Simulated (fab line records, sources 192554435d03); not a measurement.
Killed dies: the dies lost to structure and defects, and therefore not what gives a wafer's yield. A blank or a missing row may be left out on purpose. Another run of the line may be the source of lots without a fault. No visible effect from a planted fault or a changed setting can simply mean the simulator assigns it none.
2 desks looking at one fault | flow n5Finfet | numbers are kept per desk, each desk with only its own; the story behind them comes last

== FOR THE TOOL OWNER'S DESK: lpcvd-02 ==
The tool's own readings at N5_DUMMY_GATE_CVD_03 (deposits a-Si from SiH4, target thk 150 nm, time 8042 s): means of the sampled wafers that have a number, for each lot that ran on this tool. If a lot's mean is further than 4 standard deviations from the usual mean, the lot is out of limits and carries the mark OUT (the distance appears in the brackets).
Columns: A = spikeTcBottomC at N5_DUMMY_GATE_CVD_03, usual 553.4 C; B = spikeTcCentreC at N5_DUMMY_GATE_CVD_03, usual 529.9 C; C = spikeTcLowerC at N5_DUMMY_GATE_CVD_03, usual 530.8 C; D = spikeTcTopC at N5_DUMMY_GATE_CVD_03, usual 552.0 C; E = spikeTcUpperC at N5_DUMMY_GATE_CVD_03, usual 528.8 C; F = susceptorTempC at N5_DUMMY_GATE_CVD_03, usual 529.99 C
lot  | first seen here | A                | B               | C               | D               | E               | F
L624 | day 5 09:19     | 577.5 (+9.6) OUT | 554.8 (+19) OUT | 554.6 (+15) OUT | 574.0 (+34) OUT | 553.7 (+19) OUT | 554.32 (+99 or more) OUT
L627 | day 6 00:37     | 572.9 (+7.8) OUT | 554.3 (+19) OUT | 556.4 (+16) OUT | 575.8 (+37) OUT | 554.6 (+20) OUT | 554.40 (+99 or more) OUT
This desk's verdict: out of limits on L624, L627, starting with L624 at day 5 09:19 (spikeTcBottomC at N5_DUMMY_GATE_CVD_03). In limits: none.

== THE METROLOGY DESK ==
What the gauges read, lot by lot, whatever tool the lot ran on: means of the sampled wafers that have a number. If a lot's mean is further than 4 standard deviations from the usual mean, the lot is out of limits and carries the mark OUT (the distance appears in the brackets).
Columns: A = cdNm at N5_STI_FIN_REVEAL_CD_MEAS_22, usual 6.26 nm
lot  | first seen here | A
L614 | day 2 19:25     | 6.26
L615 | day 3 01:29     | 6.08
L624 | day 5 08:32     | 6.51
L627 | day 6 00:18     | 6.43
L628 | day 6 06:55     | 6.45
L629 | day 6 13:02     | 6.29
L631 | day 7 05:02     | 6.45
L632 | day 7 10:44     | 6.45
L633 | day 7 15:34     | 6.34
L635 | day 8 02:10     | 6.10
This desk found nothing out of limits on any of the 10 lots.

== ALL TOGETHER ==
At day 5 09:19, on L624, L627, the tool owner's desk was in a position to raise an alarm.
At the metrology desk, nothing out of limits was observed.
The metrology desk holds a record of L624, L627, inside its limits.
On lpcvd-02, each named lot ran N5_DUMMY_GATE_CVD_03.

== WHAT THE SIMULATOR HAD PUT IN ==
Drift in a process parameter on lpcvd-02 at N5_DUMMY_GATE_CVD_03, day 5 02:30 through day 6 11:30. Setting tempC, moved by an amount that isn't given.
Lots struck among those shown: L624, L627.
Delay in hours, fault start to first out-of-limits reading, by desk: the tool owner's desk at 7.
